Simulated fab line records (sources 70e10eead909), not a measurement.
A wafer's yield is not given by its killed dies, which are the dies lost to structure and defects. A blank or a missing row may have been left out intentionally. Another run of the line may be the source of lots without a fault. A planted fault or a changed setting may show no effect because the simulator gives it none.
Matching of chambers ; flow nand-harc ; NHARC_A_STAIRCASE_TRIM_220 on rie-diel-11: 4 sister chambers
The step chemistry O2, time 211.2 s. 4 wafers are shown with their chamber, then 11 later ones without.

## WAFERS WITH THEIR CHAMBER
wafer;chamber;drypump-motor-current-A (A)
L092.1;0;6.7
L092.2;1;5.1
L092.5;2;5.4
L092.3;3;5.2

## WAFERS MISSING THEIR CHAMBER
wafer;drypump-motor-current-A (A)
L092.4;5.4
L092.6;5.1
L094.1;5.4
L094.3;5.3
L094.4;5.1
L097.1;5.2
L097.2;6.7
L097.5;5.4
L095.3;5.1
L095.4;5.4
L095.6;5.1

## CHAMBER TAKEN BY EACH
wafer;from the rows above;in truth
L092.4;2;2
L092.6;1;1
L094.1;2;2
L094.3;can't be placed: 3 or 2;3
L094.4;1;1
L097.1;3;3
L097.2;0;0
L097.5;2;2
L095.3;1;1
L095.4;2;2
L095.6;1;1
Correct placement for 10 of the 11. From these rows, 1 cannot be placed; in 1 the true chamber is one of the candidates. Number placed wrongly: 0.
How it was worked out, from the rows above alone: a wafer's distance from a chamber is the root of the sum, over the readings, of the square of ((its reading less the chamber's mean) divided by the reading's scatter). The wafer belongs to the nearest chamber; if the next one is less than 2 further off, it can't be placed. A chamber's mean is the mean of its shown wafers. The scatter: with one shown wafer a chamber, the root of the mean of the squares of how far each hidden wafer lies from its nearest shown one.
